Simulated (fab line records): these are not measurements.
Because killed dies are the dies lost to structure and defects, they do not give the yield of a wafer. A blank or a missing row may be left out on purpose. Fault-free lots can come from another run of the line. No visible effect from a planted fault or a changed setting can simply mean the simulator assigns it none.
fab line records -- flow nandHarc -- part 1 of 2: steps 1 to 14 of 15
record lots=7, wafers=21, lastDay=24
route steps=1159 shown A_M0@1004 END@1159
lots that met no fault: taken from a fault-free run of the same line
startH: the number of hours between the record's first day and the start of the first shown wafer of the lot -- waitH: time in hours since the lot's previous step -- " unchanged from the row above -- L1.1+2: a single row standing in for several wafers -- - no value, or no start given -- * or withheld: withheld -- < > ~ a bound
route shown NAME@n: names a module that has steps shown in the file, with the first one's number in the route -- usual: the fault-free wafers' mean and standard deviation -- same: alike in all rows -- chamber/n: place in a boat -- sites: per-site readings -- _std_site: standard deviation across them -- _edge_site: mean of outer sites minus mean of inner sites -- radiusMm: for every site, how far away it sits from the centre of the wafer -- mask NAME#n: copy n -- behind: the last tool/chamber to shape the wafer -- hold: what put the lot on hold/how long, in hours/how the hold closed -- device: the n, p or np transistor that did not switch -- end of line: tests of these same wafers at the route's end -- a step given without rows: its recipe and nothing more -- killed: at the first sort, the dies lost to defects and structure; wafer yield is something else -- map: per-die view of a wafer (x killed, . not killed, _ where there is no die)
set.NAME: the run value of the setting; set.NAME@STEP: its run value at that earlier step -- model.NAME: the simulator's own value behind a step, which no gauge read
a table for each step, a row for each wafer; lots at some steps of the route
services: from which hour (startH, from the record's first day; less than 0 if before it) a tool's chamber was out of use, for how many hours, and why
## steps
# step NHARC_A_M0_CD_MEAS_09
# recipe targetCdNm=80, landingEnergyEv=500
# usual cdNm=79.9/0.91
lot.wafer,tool,chamber,startH,waitH,cdNm
L711.2,cdSem-02,0,413.35,-,79.5
L711.3,cdSem-02,0,413.35,-,79.7
L711.4,cdSem-02,0,413.35,-,79.6
L714.1,cdSem-03,0,454.26,-,81.5
L714.4,cdSem-03,0,454.26,-,82.2
L714.5,cdSem-03,0,454.26,-,80.1
L724.1,cdSem-03,0,496.71,-,80.3
L724.2,cdSem-03,0,496.71,-,79.3
L724.3,cdSem-03,0,496.71,-,80.4
L723.2,cdSem-02,0,505.45,-,79.9
L723.4,cdSem-02,0,505.45,-,79.8
L723.5,cdSem-02,0,505.45,-,78.8
L725.1,cdSem-01,0,514.17,-,78.5
L725.2,cdSem-01,0,514.17,-,78.9
L725.5,cdSem-01,0,514.17,-,79.3
L727.3,cdSem-01,0,522.53,-,80.3
L727.4,cdSem-01,0,522.53,-,79.8
L727.6,cdSem-01,0,522.53,-,79.6
L729.3,cdSem-01,0,527.92,-,79.4
L729.4,cdSem-01,0,527.92,-,79.2
L729.5,cdSem-01,0,527.92,-,80.4
# step NHARC_A_M0_OVL_MEAS_10
# recipe pitchNm=160
# usual overlayXNm=-0.3/0.77, overlayYNm=0.0/0.9
lot.wafer,tool,chamber,startH,waitH,overlayXNm,overlayYNm
L711.2,overlay-02,-,413.43,-,-1.0,0.0
L711.3,overlay-02,-,413.43,-,-1.4,0.4
L711.4,overlay-02,-,413.43,-,-0.8,0.5
L714.1,overlay-01,-,454.35,-,-0.7,1.0
L714.4,overlay-01,-,454.35,-,-0.8,1.2
L714.5,overlay-01,-,454.35,-,-0.5,0.9
L724.1,overlay-02,-,496.80,-,-0.7,1.0
L724.2,overlay-02,-,496.80,-,-0.4,0.9
L724.3,overlay-02,-,496.80,-,-0.5,0.7
L723.2,overlay-01,-,505.53,-,-1.4,-0.5
L723.4,overlay-01,-,505.53,-,-1.0,-0.3
L723.5,overlay-01,-,505.53,-,-1.3,-0.8
L725.1,overlay-01,-,514.25,-,-1.4,-1.2
L725.2,overlay-01,-,514.25,-,-2.1,-0.5
L725.5,overlay-01,-,514.25,-,-2.3,-0.4
L727.3,overlay-02,-,522.61,-,0.0,-1.4
L727.4,overlay-02,-,522.61,-,0.3,-0.9
L727.6,overlay-02,-,522.61,-,0.1,-0.6
L729.3,overlay-01,-,528.01,-,1.4,-1.1
L729.4,overlay-01,-,528.01,-,1.1,-1.4
L729.5,overlay-01,-,528.01,-,1.4,-0.9
# step NHARC_A_M0_INSPECT_11
# usual rawDefectCount=30/13
lot.wafer,tool,chamber,startH,waitH,rawDefectCount
L711.2,defectInspect-01,-,413.47,0.0,9
L711.3,defectInspect-01,-,413.47,0.0,15
L711.4,defectInspect-01,-,413.47,0.0,13
L714.1,defectInspect-02,-,454.39,0.0,35
L714.4,defectInspect-02,-,454.39,0.0,25
L714.5,defectInspect-02,-,454.39,0.0,30
L724.1,defectInspect-02,-,496.83,0.0,43
L724.2,defectInspect-02,-,496.83,0.0,36
L724.3,defectInspect-02,-,496.83,0.0,36
L723.2,defectInspect-02,-,505.57,0.0,19
L723.4,defectInspect-02,-,505.57,0.0,18
L723.5,defectInspect-02,-,505.57,0.0,26
L725.1,defectInspect-01,-,514.29,0.0,16
L725.2,defectInspect-01,-,514.29,0.0,19
L725.5,defectInspect-01,-,514.29,0.0,13
L727.3,defectInspect-01,-,522.65,0.0,38
L727.4,defectInspect-01,-,522.65,0.0,27
L727.6,defectInspect-01,-,522.65,0.0,34
L729.3,defectInspect-02,-,528.04,0.0,51
L729.4,defectInspect-02,-,528.04,0.0,38
L729.5,defectInspect-02,-,528.04,0.0,51
# step NHARC_A_M0_DESCUM_14
# recipe timeS=3, o2FlowSccm=200, arFlowSccm=0, biasPowerW=0, chemistry=O2
# usual chamberPressureMTorr=60.00/0.055, drypumpMotorCurrentA=5.6/0.45, oesProductAu=0.999/0.014, rfVppV=57.7/0.95, showerheadPlenumPTorr=1.92/0.087, throttleValvePct=11.311/0.0093
lot.wafer,tool,chamber,startH,waitH,chamberPressureMTorr,drypumpMotorCurrentA,oesProductAu,rfHoursCounterH,rfVppV,showerheadPlenumPTorr,throttleValvePct
L711.3,rieDiel-03,2,413.53,0.1,59.93,5.9,1.002,1.4,58.0,2.00,11.314
L711.2,rieDiel-03,3,413.53,0.1,60.09,5.3,0.997,1.2,58.4,2.03,11.313
L711.4,rieDiel-03,1,413.53,0.1,59.95,6.1,1.001,1.4,58.1,1.81,11.304
L714.1,rieDiel-03,2,454.45,0.1,59.97,5.9,1.007,5.0,58.1,2.00,11.314
L714.4,rieDiel-03,1,454.45,0.1,60.02,6.1,0.987,4.8,56.3,1.81,11.321
L714.5,rieDiel-03,2,454.45,0.1,60.05,6.0,0.997,-,58.6,2.00,11.319
L724.3,rieDiel-03,0,496.90,0.1,60.06,5.6,0.988,8.1,56.0,1.78,11.304
L724.1,rieDiel-03,1,496.90,0.1,59.98,6.1,0.994,7.7,57.1,1.81,11.302
L724.2,rieDiel-03,3,496.90,0.1,60.02,5.3,1.009,8.5,57.3,2.03,11.317
L723.2,rieDiel-12,3,505.65,0.1,59.99,5.7,0.993,7.2,57.4,1.96,11.305
L723.4,rieDiel-12,0,505.65,0.1,59.97,5.0,1.011,6.9,57.9,1.98,11.321
L723.5,rieDiel-12,2,505.65,0.1,59.97,5.4,0.983,-,59.2,2.02,11.314
L725.1,rieDiel-12,0,514.35,0.1,59.97,4.9,1.020,7.1,58.2,1.98,11.312
L725.2,rieDiel-12,3,514.35,0.1,60.03,5.7,0.992,7.4,57.8,1.96,11.316
L725.5,rieDiel-12,1,514.35,0.1,60.00,4.9,0.996,-,58.3,1.89,11.307
L727.4,rieDiel-10,2,522.71,0.1,60.07,5.7,0.989,10.3,57.0,1.81,11.313
L727.3,rieDiel-10,1,522.71,0.1,60.00,6.5,1.017,9.1,56.8,1.87,11.315
L727.6,rieDiel-10,2,522.71,0.1,60.04,5.7,0.978,-,58.1,1.81,11.306
L729.3,rieDiel-10,2,528.10,0.1,59.95,5.8,0.998,10.8,56.6,1.81,11.298
L729.4,rieDiel-10,2,528.10,0.1,60.01,5.8,0.994,-,55.8,1.81,11.312
L729.5,rieDiel-10,0,528.10,0.1,60.13,5.6,1.011,-,58.8,1.91,11.322
# step NHARC_A_M0_ETCH_34
# recipe targetDepthA=400, overetchA=120, timeS=43.94, ionEnergyEv=200, n2FlowSccm=150, h2FlowSccm=150, arFlowSccm=0, rfW=400, biasW=150, chemistry=N2/H2
# usual biasW=150.0/0.44, chamberPressureMTorr=30.00/0.03, drypumpMotorCurrentA=5.6/0.45, oesProductAu=1.000/0.013, rfVppV=430.4/2.8, showerheadPlenumPTorr=2.04/0.097, throttleValvePct=14.172/0.009
lot.wafer,tool,chamber,startH,waitH,biasW,chamberPressureMTorr,drypumpMotorCurrentA,oesProductAu,rfHoursCounterH,rfVppV,showerheadPlenumPTorr,throttleValvePct
L711.3,rieDiel-03,3,413.62,0.1,150.1,29.97,5.3,0.996,1.2,432.0,2.17,14.183
L711.4,rieDiel-03,1,413.62,0.1,149.6,30.02,6.1,1.002,1.4,427.4,1.93,14.166
L711.2,rieDiel-03,2,413.62,0.1,150.0,29.99,5.9,1.009,1.4,432.8,2.14,14.175
L714.1,rieDiel-03,0,454.53,0.1,150.3,30.07,5.6,0.999,4.9,426.0,1.89,14.165
L714.4,rieDiel-03,2,454.53,0.1,150.4,30.01,5.9,1.021,5.0,432.7,2.14,14.177
L714.5,rieDiel-03,0,454.53,0.1,149.9,30.01,5.6,0.999,-,427.0,1.89,14.189
L724.1,rieDiel-03,0,496.98,0.1,149.7,29.99,5.6,0.982,8.1,426.8,1.89,14.184
L724.3,rieDiel-03,1,496.98,0.1,149.8,30.00,6.1,1.000,7.7,425.6,1.92,14.172
L724.2,rieDiel-03,2,496.98,0.1,149.8,29.99,5.9,1.010,8.1,431.8,2.14,14.177
L723.2,rieDiel-12,0,505.72,0.1,149.5,29.99,4.9,1.008,6.9,432.7,2.12,14.181
L723.4,rieDiel-12,1,505.72,0.1,151.6,29.98,4.9,0.987,6.7,429.7,2.02,14.181
L723.5,rieDiel-12,3,505.72,0.1,149.8,30.01,5.7,0.993,-,431.8,2.09,14.172
L725.2,rieDiel-12,3,514.44,0.1,150.4,29.99,5.7,0.983,7.4,432.6,2.09,14.162
L725.1,rieDiel-12,0,514.44,0.1,149.9,30.01,5.0,1.008,7.1,432.1,2.12,14.182
L725.5,rieDiel-12,3,514.44,0.1,150.3,30.00,5.7,0.993,-,431.9,2.09,14.159
L727.3,rieDiel-10,2,522.80,0.1,149.5,29.99,5.7,0.996,10.3,426.9,1.92,14.169
L727.4,rieDiel-10,3,522.80,0.1,150.1,30.00,6.1,0.984,9.7,431.2,2.12,14.170
L727.6,rieDiel-10,1,522.80,0.1,150.1,29.99,6.5,1.013,-,428.4,2.00,14.171
L729.3,rieDiel-10,0,528.22,0.1,149.5,30.02,5.6,1.005,9.8,429.9,2.04,14.164
L729.5,rieDiel-10,2,528.22,0.1,150.3,30.01,5.8,0.984,-,426.0,1.92,14.166
L729.4,rieDiel-10,0,528.22,0.1,149.9,29.89,5.6,1.002,-,430.1,2.04,14.157
# step NHARC_A_M0_ETCH_15
# recipe targetDepthA=1500, overetchA=150, timeS=82.5, c4f8FlowSccm=withheld, arFlowSccm=400, rfW=600, biasW=300, chemistry=C4F8/Ar
# usual biasW=300.0/0.93, chamberPressureMTorr=24.998/0.023, oesProductAu=0.954/0.024, rfVppV=440.9/3
lot.wafer,tool,chamber,startH,waitH,biasW,chamberPressureMTorr,oesProductAu,rfHoursCounterH,rfVppV
L711.4,rieDiel-03,2,-,-,299.4,24.968,0.965,1.4,442.4
L711.2,rieDiel-03,3,-,-,300.0,25.011,0.970,1.3,443.9
L711.3,rieDiel-03,1,-,-,300.8,24.967,0.975,1.4,437.3
L714.4,rieDiel-03,2,-,-,299.7,24.990,0.968,5.0,443.0
L714.1,rieDiel-03,3,-,-,299.3,24.989,0.969,5.1,444.3
L714.5,rieDiel-03,2,-,-,301.0,25.017,0.962,-,444.0
L724.1,rieDiel-03,0,-,-,300.7,24.996,0.923,8.2,437.0
L724.3,rieDiel-03,1,-,-,302.2,25.017,0.918,7.8,437.7
L724.2,rieDiel-03,2,-,-,300.0,24.980,0.934,8.1,443.6
L723.4,rieDiel-12,1,-,-,298.6,24.973,0.915,6.7,440.1
L723.2,rieDiel-12,2,-,-,299.9,25.014,0.898,7.1,444.1
L723.5,rieDiel-12,1,-,-,297.5,25.008,0.914,-,440.9
L725.2,rieDiel-12,1,-,-,301.6,24.969,0.921,6.9,440.9
L725.1,rieDiel-12,3,-,-,301.3,25.028,0.915,7.4,441.8
L725.5,rieDiel-12,1,-,-,299.0,24.967,0.922,-,440.4
L727.3,rieDiel-10,0,-,-,299.3,24.968,0.985,9.2,439.1
L727.4,rieDiel-10,1,-,-,300.0,25.006,1.006,9.1,439.8
L727.6,rieDiel-10,1,-,-,299.5,24.988,0.999,-,438.3
L729.3,rieDiel-10,2,-,-,299.9,24.992,0.923,10.9,436.4
L729.4,rieDiel-10,1,-,-,299.9,25.003,0.951,-,441.0
L729.5,rieDiel-10,0,-,-,299.6,25.012,0.938,-,440.9
# step NHARC_A_M0_CD_MEAS_16
# usual cdNm=80.0/1.1
lot.wafer,tool,chamber,startH,waitH,cdNm
L711.2,cdSem-03,-,413.83,-,79.7
L711.3,cdSem-03,-,413.83,-,79.5
L711.4,cdSem-03,-,413.83,-,80.8
L714.1,cdSem-03,-,454.75,-,81.9
L714.4,cdSem-03,-,454.75,-,81.8
L714.5,cdSem-03,-,454.75,-,79.8
L724.1,cdSem-03,-,497.19,-,80.5
L724.2,cdSem-03,-,497.19,-,79.2
L724.3,cdSem-03,-,497.19,-,80.4
L723.2,cdSem-02,-,505.93,-,78.6
L723.4,cdSem-02,-,505.93,-,79.6
L723.5,cdSem-02,-,505.93,-,79.9
L725.1,cdSem-02,-,514.65,-,76.4
L725.2,cdSem-02,-,514.65,-,78.6
L725.5,cdSem-02,-,514.65,-,77.9
L727.3,cdSem-01,-,523.02,-,81.2
L727.4,cdSem-01,-,523.02,-,79.0
L727.6,cdSem-01,-,523.02,-,80.0
L729.3,cdSem-01,-,528.45,-,79.9
L729.4,cdSem-01,-,528.45,-,79.3
L729.5,cdSem-01,-,528.45,-,81.4
# step NHARC_A_M0_STRIP_18
# recipe powerW=1000, n2FlowSccm=150, h2FlowSccm=150, arFlowSccm=0, biasW=0, chemistry=N2/H2
# step NHARC_A_M0_STRIP_19
# recipe timeS=600, tempC=30, chemistry=postEtchResidueRemover
# step NHARC_A_M0_DEGAS_28
# recipe tempC=250, timeS=60
# usual heaterPowerW=343/23
lot.wafer,tool,chamber,startH,waitH,heaterPowerW
L711.3,pvdSputter-02,-,414.45,-,340
L711.4,pvdSputter-02,-,414.45,-,302
L711.2,pvdSputter-02,-,414.45,-,342
L714.1,pvdSputter-03,-,455.39,-,381
L714.4,pvdSputter-03,-,455.39,-,372
L714.5,pvdSputter-03,-,455.39,-,350
L724.1,pvdSputter-02,-,497.81,-,343
L724.2,pvdSputter-02,-,497.81,-,313
L724.3,pvdSputter-02,-,497.81,-,337
L723.2,pvdSputter-03,-,506.59,-,369
L723.4,pvdSputter-03,-,506.59,-,371
L723.5,pvdSputter-03,-,506.59,-,374
L725.1,pvdSputter-02,-,515.27,-,334
L725.2,pvdSputter-02,-,515.27,-,336
L725.5,pvdSputter-02,-,515.27,-,339
L727.3,pvdSputter-02,-,523.63,-,341
L727.4,pvdSputter-02,-,523.63,-,339
L727.6,pvdSputter-02,-,523.63,-,334
L729.3,pvdSputter-03,-,529.06,-,365
L729.4,pvdSputter-03,-,529.06,-,371
L729.5,pvdSputter-03,-,529.06,-,371
# step NHARC_A_M0_PRE_CLEAN_29
# recipe timeS=30, tempC=280, gas=H2/He
# step NHARC_A_M0_PVD_20
# recipe targetThkA=50, biasV=168.6, powerW=15000, chamberPressurePa=0.12, timeS=8.06, substrateTempC=50, material=TaN
# usual biasV=168.5/1.8, cathodeDcPowerW=15000/2.7, throttleValvePct=30.3/1.1
lot.wafer,tool,chamber,startH,waitH,biasV,cathodeDcPowerW,throttleValvePct
L711.2,pvdSputter-02,-,-,-,170.1,15002,30.6
L711.3,pvdSputter-02,-,-,-,166.7,15000,31.3
L711.4,pvdSputter-02,-,-,-,168.4,15001,29.6
L714.1,pvdSputter-03,-,-,-,166.8,14998,28.1
L714.4,pvdSputter-03,-,-,-,168.6,14995,31.2
L714.5,pvdSputter-03,-,-,-,168.8,14999,31.5
L724.1,pvdSputter-02,-,-,-,166.2,14997,29.6
L724.2,pvdSputter-02,-,-,-,165.3,14999,30.6
L724.3,pvdSputter-02,-,-,-,171.0,15002,31.6
L723.4,pvdSputter-03,-,-,-,169.2,15000,28.0
L723.2,pvdSputter-03,-,-,-,168.4,15001,30.9
L723.5,pvdSputter-03,-,-,-,169.4,15006,30.7
L725.1,pvdSputter-02,-,-,-,169.1,15000,29.6
L725.2,pvdSputter-02,-,-,-,169.4,15005,30.8
L725.5,pvdSputter-02,-,-,-,170.1,14999,31.6
L727.4,pvdSputter-02,-,-,-,168.7,14998,30.8
L727.3,pvdSputter-02,-,-,-,170.9,14996,31.3
L727.6,pvdSputter-02,-,-,-,167.4,15000,31.5
L729.4,pvdSputter-03,-,-,-,168.6,15000,31.0
L729.3,pvdSputter-03,-,-,-,164.2,15000,27.7
L729.5,pvdSputter-03,-,-,-,170.1,14995,30.9
# step NHARC_A_M0_PVD_21
# recipe targetThkA=300, chamberPressurePa=5, powerW=5000, substrateTempC=30, timeS=20.49, material=Cu
# usual cathodeDcPowerW=5000.0/0.94, chamberPressurePa=5.000/0.0095, throttleValvePct=30.3/1.1
lot.wafer,tool,chamber,startH,waitH,cathodeDcPowerW,chamberPressurePa,throttleValvePct
L711.3,pvdSputter-02,-,414.68,-,4999.1,4.990,31.6
L711.2,pvdSputter-02,-,414.68,-,5001.5,5.009,30.8
L711.4,pvdSputter-02,-,414.68,-,5001.1,5.003,31.5
L714.1,pvdSputter-03,-,455.61,-,4999.7,4.988,27.9
L714.4,pvdSputter-03,-,455.61,-,5000.4,4.994,31.3
L714.5,pvdSputter-03,-,455.61,-,5000.2,4.996,27.9
L724.2,pvdSputter-02,-,498.04,-,-,-,-
L724.1,pvdSputter-02,-,498.04,-,-,-,-
L724.3,pvdSputter-02,-,498.04,-,-,-,-
L723.4,pvdSputter-03,-,506.82,-,-,-,-
L723.2,pvdSputter-03,-,506.82,-,-,-,-
L723.5,pvdSputter-03,-,506.82,-,-,-,-
L725.2,pvdSputter-02,-,515.50,-,-,-,-
L725.1,pvdSputter-02,-,515.50,-,-,-,-
L725.5,pvdSputter-02,-,515.50,-,-,-,-
L727.3,pvdSputter-02,-,523.89,-,5000.2,5.013,30.5
L727.4,pvdSputter-02,-,523.89,-,4999.4,5.013,31.7
L727.6,pvdSputter-02,-,523.89,-,5000.3,5.007,30.6
L729.3,pvdSputter-03,-,529.30,-,5000.4,5.009,27.8
L729.4,pvdSputter-03,-,529.30,-,5000.2,4.991,30.7
L729.5,pvdSputter-03,-,529.30,-,5000.4,4.997,30.9
# step NHARC_A_M0_ECD_22
# recipe targetThkA=4000, bathTempC=25, material=Cu
## key
firstSign step=NHARC_A_M0_PVD_21, reading=toolRecord, direction=missing
effect step=NHARC_END_SORT_01, reading=sort_bin_2_pct, direction=up, sigmas=99+, usual=1.5, struck=97.4
moreKillsBornAt NHARC_A_M0_PVD_21@pvdSputter-02=3894, NHARC_A_M0_PVD_21@pvdSputter-03=1949
metAt NHARC_A_M0_PVD_21
struckWafers L723.2,L723.4,L723.5,L724.1,L724.2,L724.3,L725.1,L725.2,L725.5
laterRowsLeftOut L723.2,L723.4,L723.5,L724.1,L724.2,L724.3,L725.1,L725.2,L725.5
onsetBetween 455.61 498.04
fault kind=skippedStepWhole, tool=pvdSputter-02,pvdSputter-03, chamber=-, onsetH=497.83, steps=NHARC_A_M0_PVD_21, scope=struckLotsOnly
# laterRowsLeftOut: the simulator's readings of these wafers behind a module that went badly wrong aren't trusted and aren't shown, but for the sort
